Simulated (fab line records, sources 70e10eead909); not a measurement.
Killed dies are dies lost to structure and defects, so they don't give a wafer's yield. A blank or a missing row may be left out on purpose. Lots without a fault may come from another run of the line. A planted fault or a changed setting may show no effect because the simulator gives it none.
Tool commonality check | flow nand_harc | 13 lots, 48 wafers sampled

WHY IT WAS OPENED
At NHARC_P_M1_INSPECT_11 the reading raw_defect_count is flagged on 3 of 13 lots. Wafers without a fault read 3.7, standard deviation 2.2.
Rule: a lot is flagged when every wafer of it that has a number lies more than 4 standard deviations from that mean, or none has a number. The other lots count as sound.

lot  | measured     | on                | raw_defect_count, wafer by wafer | flag
L426 | day 6 08:17  | defect_inspect-02 | 4 2 4                            |
L428 | day 6 18:37  | defect_inspect-01 | 5 2 2                            |
L427 | day 6 18:54  | defect_inspect-02 | 2 6 3                            |
L429 | day 7 06:24  | defect_inspect-02 | 3 7 3                            |
L430 | day 7 23:22  | defect_inspect-01 | 4 3 2                            |
L433 | day 8 00:28  | defect_inspect-01 | 3 6 4                            |
L435 | day 8 04:35  | defect_inspect-02 | 1 3 2                            |
L439 | day 9 02:13  | defect_inspect-01 | 4 2 2                            |
L437 | day 9 03:14  | defect_inspect-01 | 4 3 2                            |
L436 | day 9 07:41  | defect_inspect-01 | 454 442 462 458 446 464          | FLAGGED
L438 | day 9 10:04  | defect_inspect-01 | 416 460 459 411 446 465          | FLAGGED
L440 | day 9 19:40  | defect_inspect-02 | 443 438 431 441 427 423          | FLAGGED
L448 | day 11 21:36 | defect_inspect-01 | 3 2 5                            |
The numbers of the flagged lots are 443.7 on average: +440.0 against the usual, or +99 or more standard deviations.

WHICH TOOL RAN EACH LOT
The record holds 2 process steps before the reading, out of a route of 1159 steps. In each cell: the tool, then ch and the chambers that the sampled wafers went through, then the start.
lot  | flag    | NHARC_P_M0_ANNEAL_30             | NHARC_P_M0_PRE_CLEAN_31
L426 |         | rtp_anneal-02 ch 0, day 6 06:07  | pecvd-03 ch 0,2, day 6 06:59
L428 |         | rtp_anneal-02 ch 0, day 6 16:20  | pecvd-03 ch 0,2, day 6 17:10
L427 |         | rtp_anneal-01 ch 0, day 6 16:44  | pecvd-04 ch 0,1,2, day 6 17:36
L429 |         | rtp_anneal-01 ch 0, day 7 04:05  | pecvd-03 ch 1,2, day 7 04:56
L430 |         | rtp_anneal-02 ch 0, day 7 21:01  | pecvd-03 ch 0,2, day 7 21:55
L433 |         | rtp_anneal-01 ch 0, day 7 22:12  | pecvd-04 ch 0,1,2, day 7 23:08
L435 |         | rtp_anneal-01 ch 0, day 8 02:12  | pecvd-03 ch 0,1, day 8 03:09
L439 |         | rtp_anneal-02 ch 0, day 9 00:01  | pecvd-03 ch 0,2, day 9 00:54
L437 |         | rtp_anneal-02 ch 0, day 9 00:53  | pecvd-01 ch 0,1,2, day 9 01:47
L436 | FLAGGED | rtp_anneal-02 ch 0, day 9 05:29  | pecvd-03 ch 0,1, day 9 06:22
L438 | FLAGGED | rtp_anneal-02 ch 0, day 9 07:47  | pecvd-03 ch 1,2, day 9 08:37
L440 | FLAGGED | rtp_anneal-02 ch 0, day 9 17:08  | pecvd-03 ch 0,1, day 9 17:58
L448 |         | rtp_anneal-01 ch 0, day 11 19:26 | pecvd-04 ch 0,2, day 11 20:17
What these steps do:
- NHARC_P_M0_ANNEAL_30: time 90 s.
- NHARC_P_M0_PRE_CLEAN_31: time 12 s.
- NHARC_P_M1_INSPECT_11

FLAGGED OVER TOTAL, TOOL BY TOOL (the gauges that took the reading come last)
step                    | tool              | lots run | flagged | share of the flagged lots | sound lots run after its first flagged lot
NHARC_P_M0_ANNEAL_30    | rtp_anneal-01     | 5        | 0       | none                      | -
NHARC_P_M0_ANNEAL_30    | rtp_anneal-02     | 8        | 3       | all                       | 0
NHARC_P_M0_PRE_CLEAN_31 | pecvd-01          | 1        | 0       | none                      | -
NHARC_P_M0_PRE_CLEAN_31 | pecvd-03          | 9        | 3       | all                       | 0
NHARC_P_M0_PRE_CLEAN_31 | pecvd-04          | 3        | 0       | none                      | -
NHARC_P_M1_INSPECT_11   | defect_inspect-01 | 8        | 2       | some                      | 1 (L448)
NHARC_P_M1_INSPECT_11   | defect_inspect-02 | 5        | 1       | some                      | 0

WHAT THE TABLE ALLOWS
2 rows of the table ran every flagged lot: rtp_anneal-02 at NHARC_P_M0_ANNEAL_30, pecvd-03 at NHARC_P_M0_PRE_CLEAN_31.
- rtp_anneal-02 at NHARC_P_M0_ANNEAL_30: 3 of its 8 lots flagged. Its last sound lot is L437 (day 9 00:53), its first flagged lot L436 (day 9 05:29): a fault that began between those two fits.
- pecvd-03 at NHARC_P_M0_PRE_CLEAN_31: 3 of its 9 lots flagged. Its last sound lot is L439 (day 9 00:54), its first flagged lot L436 (day 9 06:22): a fault that began between those two fits.
Counting lots can't tell these 2 tools apart, because each fits a fault that began at some hour. More lots, or a look at what each step does to the wafer, might.

WHAT THE SIMULATOR HAD PUT IN
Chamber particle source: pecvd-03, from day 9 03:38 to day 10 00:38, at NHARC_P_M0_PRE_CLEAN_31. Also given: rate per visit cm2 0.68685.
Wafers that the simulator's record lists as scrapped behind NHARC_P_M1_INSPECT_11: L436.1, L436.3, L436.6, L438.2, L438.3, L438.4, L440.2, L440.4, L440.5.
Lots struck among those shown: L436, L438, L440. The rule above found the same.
